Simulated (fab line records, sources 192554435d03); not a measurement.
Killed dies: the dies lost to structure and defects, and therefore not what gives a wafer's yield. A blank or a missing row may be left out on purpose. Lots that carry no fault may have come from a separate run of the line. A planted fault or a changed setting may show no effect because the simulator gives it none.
Lot-split experiment + flow n5_finfet + 21 wafers read across 7 lots, on a route 1938 steps long

== THE SPLIT ==
At N5_BEOL_M8_COAT_22 (resist thk 30 nm), the setting spin_rpm was moved away from the recipe's 1500 rpm on 8 of the 21 wafers read, by -9.5% to +10.8%. For the rest of the wafers, this setting stayed at what the recipe calls for.

The reading comes from the split's own step.

== THE READING ==
CAR-EUV_of_BEOL_M8_COAT_22.thk_nm (the simulator's own value, which no gauge read), in nm, at N5_BEOL_M8_COAT_22 (resist thk 30 nm). The file gives no usual value for it. The 13 wafers here that ran the recipe average 30.0 nm, standard deviation 0.084 nm.

| wafer  | tool, chamber at the split | spin_rpm as run, rpm | against the recipe | CAR-EUV_of_BEOL_M8_COAT_22.thk_nm, nm | against lot-mates on the recipe |
|--------|----------------------------|----------------------|--------------------|---------------------------------------|---------------------------------|
| L076.2 | litho_track-02, 0          | 1358                 | -9.5%              | 31.6                                  | +1.6                            |
| L076.4 | litho_track-02, 0          | 1358                 | -9.5%              | 31.6                                  | +1.6                            |
| L076.3 | litho_track-02, 0          | 1500                 | recipe             | 30                                    | -                               |
| L078.1 | litho_track-03, 0          | 1500                 | recipe             | 30                                    | -                               |
| L078.6 | litho_track-03, 0          | 1500                 | recipe             | 30                                    | -                               |
| L078.4 | litho_track-03, 0          | 1500                 | recipe             | 29.8                                  | -                               |
| L079.1 | litho_track-02, 0          | 1437                 | -4.2%              | 30.6                                  | +0.8                            |
| L079.4 | litho_track-02, 0          | 1437                 | -4.2%              | 30.6                                  | +0.8                            |
| L079.2 | litho_track-02, 0          | 1500                 | recipe             | 29.8                                  | -                               |
| L084.1 | litho_track-01, 0          | 1569                 | +4.6%              | 29.4                                  | -0.6                            |
| L084.3 | litho_track-01, 0          | 1500                 | recipe             | 30                                    | -                               |
| L084.6 | litho_track-01, 0          | 1500                 | recipe             | 30                                    | -                               |
| L087.1 | litho_track-01, 0          | 1561                 | +4.1%              | 29.4                                  | -0.6                            |
| L087.5 | litho_track-01, 0          | 1561                 | +4.1%              | 29.4                                  | -0.6                            |
| L087.4 | litho_track-01, 0          | 1500                 | recipe             | 30                                    | -                               |
| L088.1 | litho_track-02, 0          | 1500                 | recipe             | 30                                    | -                               |
| L088.6 | litho_track-02, 0          | 1500                 | recipe             | 30                                    | -                               |
| L088.5 | litho_track-02, 0          | 1500                 | recipe             | 29.8                                  | -                               |
| L090.3 | litho_track-02, 0          | 1500                 | recipe             | 30                                    | -                               |
| L090.5 | litho_track-02, 0          | 1500                 | recipe             | 30                                    | -                               |
| L090.6 | litho_track-02, 0          | 1662                 | +10.8%             | 28.6                                  | -1.4                            |

THE FIT
A straight line over all 21 wafers: CAR-EUV_of_BEOL_M8_COAT_22.thk_nm changes by -0.151 nm for each +1% of spin_rpm; r = -0.99; the points scatter about the line by 0.11 nm.
The same after taking each lot's own level away (the mean of its wafers on the recipe; 21 wafers): -0.155 nm for each +1%; r = -0.99; scatter 0.096 nm.
That fit puts the effect of the largest move of spin_rpm on the reading at 1.7 nm.
The lots' own levels span 29.80 to 30.00 nm, that is 2.4 times the standard deviation above.
The two slopes are in agreement: the lot-to-lot level therefore moves the slope only a little.
Check: for one of the wafers moved furthest among these (+10.8%), held out of the fit, the line's prediction against its lot-mates is -1.75 nm. Against them it came out at -1.4 nm.

== FURTHER SPLITS ON THESE WAFERS ==
Before the reading, these wafers also passed through other splits. Each is held against what the fit with the lots' levels taken away leaves over:
| other split on the same wafers | wafers away from the commonest value | r with CAR-EUV_of_BEOL_M8_COAT_22.thk_nm (lot level and that fit taken away) |
|--------------------------------|--------------------------------------|------------------------------------------------------------------------------|
| N5_BEOL_M6_COAT_64 spin_rpm    | 4                                    | -0.10                                                                        |
| N5_BEOL_M6_DEP_56 time_s       | 7                                    | -0.02                                                                        |
| N5_BEOL_M7_PECVD_70 time_s     | 8                                    | -0.08                                                                        |

== FILE'S OWN FIT ==
CAR-EUV_of_BEOL_M8_COAT_22.thk_nm changes by -0.148 nm for each +1% of spin_rpm, r = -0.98.
